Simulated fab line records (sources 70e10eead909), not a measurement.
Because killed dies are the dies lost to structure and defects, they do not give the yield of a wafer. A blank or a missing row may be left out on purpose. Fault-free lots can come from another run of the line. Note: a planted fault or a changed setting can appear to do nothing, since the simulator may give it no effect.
Problem report in the 8D (eight disciplines) form, filled by code || flow nand-harc || the parts of the form that need people (team, actions taken, sign-off) are left out

1. PROBLEM STATEMENT
Wafers without a fault read 1007.7, standard deviation 1.5; wafer_temp_C_max at NHARC_A_WL_FILL_RTA_01 reads a mean of 970.3 on 6 wafers belonging to 2 lots. That is -25 standard deviations from the usual mean.
The step: time 5 s.
First seen on wafer L108.1, day 23 12:48, on rtp-anneal-02. The record has a number at this step for 36 wafers belonging to 12 lots. By rule, "out" or "out of limits" means more than 4 standard deviations away from the usual mean. The other wafers with a number count as sound.

2. WHAT IT IS, AND WHAT IT ISN'T
{"question": "which readings at this step", "is": "wafer_temp_C_max, lamp-power-pct, lamp_zone_1_pct, lamp_zone_2_pct, lamp_zone_3_pct, lamp_zone_4_pct, lamp_zone_5_pct, lamp_zone_6_pct, lamp_zone_7_pct", "is not": "-"}
{"question": "which lots", "is": "L106, L108", "is not": "L101, L102, L105, L107, L115, L116, L117, L119, L122, L123"}
{"question": "which wafers of those lots", "is": "all that have a number", "is not": "-"}
{"question": "read on which tools", "is": "rtp-anneal-02", "is not": "rtp-anneal-01"}
{"question": "when", "is": "from day 23 12:48", "is not": "up to then (12 sound wafers); but 18 sound wafers of L115, L116, L117, L119, L122, L123 came after"}

3. SUSPECTS, AND WHAT RULES EACH OUT
Counting: a tool at a process step up to the reading stays a suspect if it ran every lot that is out and no sound lot after the first of them.
- rtp-anneal-02 at NHARC_A_WL_FILL_RTA_01 (time 5 s): ruled out as a lasting fault. After its first lot that is out, L108 (day 23 12:48), sound lots L116, L115, L119, L123 ran on it.
Left after counting: nothing in the record.

4. THE CAUSE (what the simulator had put in)
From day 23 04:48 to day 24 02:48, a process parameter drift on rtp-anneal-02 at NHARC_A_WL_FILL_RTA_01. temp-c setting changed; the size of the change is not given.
Counting ruled it out, wrongly.

5. THE CHAIN OF EFFECTS, in route order
Each row: a reading whose mean over the struck wafers that have a number lies more than 3 standard deviations from the usual. Only readings whose record carries a usual standard deviation are examined. hours: median over the lots of the time between each lot's start at the first step of this table that gives one and its start at this step. sigmas: the change, counted in usual standard deviations.
{"hours": 0, "step": "NHARC_A_WL_FILL_RTA_01", "reading": "lamp-power-pct", "usual": "27.4 %", "on struck wafers": 24.4, "change": -3.0, "sigmas": -9.7}
{"hours": 0, "step": "NHARC_A_WL_FILL_RTA_01", "reading": "lamp_zone_1_pct", "usual": "27.4 %", "on struck wafers": 24.4, "change": -3.0, "sigmas": -9.7}
{"hours": 0, "step": "NHARC_A_WL_FILL_RTA_01", "reading": "lamp_zone_2_pct", "usual": "27.4 %", "on struck wafers": 24.4, "change": -3.0, "sigmas": -10}
{"hours": 0, "step": "NHARC_A_WL_FILL_RTA_01", "reading": "lamp_zone_3_pct", "usual": "27.4 %", "on struck wafers": 24.4, "change": -3.0, "sigmas": -10}
{"hours": 0, "step": "NHARC_A_WL_FILL_RTA_01", "reading": "lamp_zone_4_pct", "usual": "27.4 %", "on struck wafers": 24.4, "change": -3.0, "sigmas": -9.7}
{"hours": 0, "step": "NHARC_A_WL_FILL_RTA_01", "reading": "lamp_zone_5_pct", "usual": "27.4 %", "on struck wafers": 24.4, "change": -3.0, "sigmas": -9.7}
{"hours": 0, "step": "NHARC_A_WL_FILL_RTA_01", "reading": "lamp_zone_6_pct", "usual": "27.3 %", "on struck wafers": 24.3, "change": -3.0, "sigmas": -10}
{"hours": 0, "step": "NHARC_A_WL_FILL_RTA_01", "reading": "lamp_zone_7_pct", "usual": "27.8 %", "on struck wafers": 24.8, "change": -3.0, "sigmas": -9.6}
{"hours": 0, "step": "NHARC_A_WL_FILL_RTA_01", "reading": "wafer_temp_C_max", "usual": 1007.7, "on struck wafers": 970.3, "change": -37.4, "sigmas": -25}
Its process steps:
- NHARC_A_WL_FILL_RTA_01: time 5 s.

6. WHAT WOULD HAVE CAUGHT IT SOONER
In this record the first reading out of limits was taken at day 23 12:48, 8 hours after the fault began at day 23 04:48.
